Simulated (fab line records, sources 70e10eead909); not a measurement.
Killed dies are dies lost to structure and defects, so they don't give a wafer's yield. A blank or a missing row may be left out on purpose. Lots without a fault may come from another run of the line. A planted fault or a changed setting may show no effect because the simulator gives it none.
Which tool did it? | flow nand_harc | 22 lots, 66 wafers sampled, at 3 steps of a route of 1159

WHAT THE GAUGES READ, wafer by wafer
NHARC_A_BLC_INSPECT_12.
lot  | measured     | on                | raw_defect_count
L074 | day 17 12:44 | defect_inspect-01 | 38 35 26
L076 | day 17 15:00 | defect_inspect-02 | 32 30 16
L075 | day 17 15:35 | defect_inspect-01 | 6 15 11
L079 | day 17 21:55 | defect_inspect-01 | 27 18 27
L077 | day 17 23:05 | defect_inspect-01 | 43 35 13
L078 | day 18 19:21 | defect_inspect-02 | 16 30 18
L081 | day 19 04:51 | defect_inspect-01 | 31 24 27
L084 | day 19 12:18 | defect_inspect-02 | 28 25 27
L080 | day 19 13:04 | defect_inspect-01 | 30 31 30
L083 | day 19 18:33 | defect_inspect-01 | 30 39 24
L088 | day 20 10:58 | defect_inspect-02 | 27 35 24
L087 | day 20 11:06 | defect_inspect-02 | 35 38 25
L086 | day 21 03:10 | defect_inspect-01 | 29 48 30
L089 | day 21 03:52 | defect_inspect-02 | 38 25 32
L091 | day 21 10:47 | defect_inspect-01 | 33 30 38
L090 | day 21 15:08 | defect_inspect-01 | 55 63 46
L093 | day 21 15:52 | defect_inspect-02 | 17 19 23
L092 | day 21 17:03 | defect_inspect-02 | 36 28 38
L094 | day 22 19:45 | defect_inspect-01 | 32 34 37
L095 | day 23 09:35 | defect_inspect-01 | 21 16 16
L096 | day 23 10:11 | defect_inspect-02 | 21 22 34
L097 | day 23 10:56 | defect_inspect-01 | 44 43 37

WHICH TOOL RAN EACH LOT (tool, then ch and the chambers of the sampled wafers, then the start)
lot  | NHARC_A_CONTACT_ETCH_137             | NHARC_A_CONTACT_ETCH_98
L074 | har_cap_etch-01 ch 0,1, day 17 01:59 | rie_diel-02 ch 0,2,3, day 17 12:44 or earlier
L076 | har_cap_etch-02 ch 0,1, day 17 10:38 | rie_diel-04 ch 2,3, day 17 15:00 or earlier
L075 | har_cap_etch-03 ch 0,1, day 17 11:32 | rie_diel-08 ch 1,2,3, day 17 15:35 or earlier
L079 | har_cap_etch-02 ch 0, day 17 16:43   | rie_diel-02 ch 0,1,3, day 17 17:32
L077 | har_cap_etch-01 ch 0,1, day 17 19:10 | rie_diel-08 ch 1,3, day 17 23:05 or earlier
L078 | har_cap_etch-01 ch 0,1, day 18 15:22 | rie_diel-02 ch 1,2, day 18 19:21 or earlier
L081 | har_cap_etch-02 ch 0,1, day 18 21:39 | rie_diel-04 ch 1,2,3, day 19 04:51 or earlier
L084 | har_cap_etch-02 ch 0,1, day 19 02:32 | rie_diel-08 ch 2,3, day 19 12:18 or earlier
L080 | har_cap_etch-03 ch 0,1, day 19 03:41 | rie_diel-08 ch 2,3, day 19 13:04 or earlier
L083 | har_cap_etch-03 ch 0,1, day 19 09:20 | rie_diel-02 ch 0,1,3, day 19 18:33 or earlier
L088 | har_cap_etch-02 ch 0,1, day 20 02:26 | rie_diel-02 ch 1,3, day 20 10:58 or earlier
L087 | har_cap_etch-01 ch 0,1, day 20 03:57 | rie_diel-04 ch 1,2,3, day 20 11:06 or earlier
L086 | har_cap_etch-03 ch 0,1, day 20 19:45 | rie_diel-04 ch 0,1,2, day 21 03:10 or earlier
L089 | har_cap_etch-02 ch 0, day 20 20:40   | rie_diel-02 ch 1,3, day 20 21:28
L091 | har_cap_etch-03 ch 0,1, day 21 04:28 | rie_diel-02 ch 0,1,2, day 21 10:47 or earlier
L090 | har_cap_etch-02 ch 0,1, day 21 09:54 | rie_diel-02 ch 1,3, day 21 15:08 or earlier
L093 | har_cap_etch-01 ch 0,1, day 21 10:17 | rie_diel-04 ch 0,1, day 21 15:52 or earlier
L092 | har_cap_etch-03 ch 1, day 21 11:04   | rie_diel-02 ch 0,1, day 21 17:03 or earlier
L094 | har_cap_etch-02 ch 0,1, day 22 15:43 | rie_diel-02 ch 1,2,3, day 22 19:45 or earlier
L095 | har_cap_etch-01 ch 0,1, day 22 19:26 | rie_diel-08 ch 0,1,2, day 22 21:10
L096 | har_cap_etch-03 ch 0,1, day 22 23:22 | rie_diel-04 ch 0,1,3, day 23 00:17
L097 | har_cap_etch-02 ch 0,1, day 23 04:00 | rie_diel-02 ch 1,2, day 23 10:56 or earlier
- NHARC_A_CONTACT_ETCH_137: etches the open film in C4F8/O2/Ar, time 132 s, target depth 1287 nm.
- NHARC_A_CONTACT_ETCH_98: etches the open film in C4F6/O2, target depth 20 nm, time 10 s.

WHAT THE TOOLS THEMSELVES READ (means of the sampled wafers that have a number; where no wafer has one, the mark that the record gives instead)
NHARC_A_CONTACT_ETCH_137.
lot  | tool            | chamber_pressure_mTorr (mTorr)
L074 | har_cap_etch-01 | 20.002
L076 | har_cap_etch-02 | 20.001
L075 | har_cap_etch-03 | 19.994
L079 | har_cap_etch-02 | 19.991
L077 | har_cap_etch-01 | 20.002
L078 | har_cap_etch-01 | 20.005
L081 | har_cap_etch-02 | 20.000
L084 | har_cap_etch-02 | 20.003
L080 | har_cap_etch-03 | 19.981
L083 | har_cap_etch-03 | 19.993
L088 | har_cap_etch-02 | 20.001
L087 | har_cap_etch-01 | 20.018
L086 | har_cap_etch-03 | 19.985
L089 | har_cap_etch-02 | 19.991
L091 | har_cap_etch-03 | 20.009
L090 | har_cap_etch-02 | 19.982
L093 | har_cap_etch-01 | 20.004
L092 | har_cap_etch-03 | 19.987
L094 | har_cap_etch-02 | 19.992
L095 | har_cap_etch-01 | 19.995
L096 | har_cap_etch-03 | 20.008
L097 | har_cap_etch-02 | 20.015

NHARC_A_CONTACT_ETCH_98.
lot  | tool        | chamber_pressure_mTorr (mTorr) | drypump_motor_current_A (A) | oes_product_au (a.u.) | rf_vpp_V (V) | showerhead_plenum_p_Torr (Torr) | throttle_valve_pct (%)
L074 | rie_diel-02 | 30.028                         | 5.6                         | 0.948                 | 546.9        | 3.92                            | 26.895
L076 | rie_diel-04 | 29.999                         | 6.1                         | 0.964                 | 546.6        | 3.90                            | 26.897
L075 | rie_diel-08 | 30.005                         | 5.8                         | 0.972                 | 550.1        | 4.08                            | 26.905
L079 | rie_diel-02 | 29.985                         | 5.4                         | 0.958                 | 549.0        | 4.00                            | 26.897
L077 | rie_diel-08 | 30.029                         | 6.0                         | 0.952                 | 549.9        | 4.06                            | 26.911
L078 | rie_diel-02 | 29.998                         | 5.7                         | 0.942                 | 548.6        | 3.99                            | 26.908
L081 | rie_diel-04 | 30.002                         | 5.9                         | 0.952                 | 546.8        | 3.93                            | 26.902
L084 | rie_diel-08 | 30.003                         | 6.0                         | 0.964                 | 549.1        | 4.05                            | 26.900
L080 | rie_diel-08 | 29.997                         | 5.8                         | 0.952                 | 550.8        | 4.07                            | 26.908
L083 | rie_diel-02 | 30.020                         | 5.4                         | 0.941                 | 549.0        | 3.99                            | 26.911
L088 | rie_diel-02 | 29.979                         | 5.2                         | 0.928                 | 549.6        | 4.02                            | 26.902
L087 | rie_diel-04 | 30.013                         | 5.9                         | 1.002                 | 546.9        | 3.92                            | 26.901
L086 | rie_diel-04 | 30.006                         | 5.8                         | 1.000                 | 547.5        | 3.94                            | 26.905
L089 | rie_diel-02 | 29.998                         | 5.4                         | 0.956                 | 549.0        | 4.04                            | 26.900
L091 | rie_diel-02 | 30.012                         | 5.7                         | 0.928                 | 547.5        | 3.93                            | 26.905
L090 | rie_diel-02 | 29.997                         | 5.2                         | 0.946                 | 549.0        | 4.01                            | 26.906
L093 | rie_diel-04 | 30.009                         | 5.6                         | 0.929                 | 547.7        | 3.97                            | 26.901
L092 | rie_diel-02 | 30.048                         | 5.5                         | 0.941                 | 548.4        | 3.96                            | 26.899
L094 | rie_diel-02 | 29.978                         | 5.6                         | 0.999                 | 547.7        | 3.96                            | 26.904
L095 | rie_diel-08 | 29.998                         | 5.5                         | 0.988                 | 548.4        | 3.98                            | 26.907
L096 | rie_diel-04 | 30.008                         | 5.7                         | 0.969                 | 546.5        | 3.91                            | 26.913
L097 | rie_diel-02 | 30.008                         | 5.7                         | 0.960                 | 548.3        | 3.98                            | 26.904

THE ANSWER, worked out from the rows above alone
Rule: what is usual is taken from the lots themselves. Put in order of their means at a reading, lots are off if they are a third of the lots or fewer, leave a main group of 4 or more, and stand apart from it by a gap of 3 or more times the standard deviation of the main group's means; of several such gaps the widest counts. A main group whose means are all the same, to the digits that the tables above print for the reading, isn't used. A lot without any number at a reading at which 4 lots or more have one is off too. The other lots that the step has rows for count as sound. The gauges are gone through in route order, then the tools' own readings, and for those a lot's mean is taken as printed above. The first step at which some lot is off is used, and at that step the reading that is off furthest; a lot without a number counts as furthest.
No lot is off at any reading shown: from this, nothing can be told.

WHAT THE SIMULATOR HAD PUT IN
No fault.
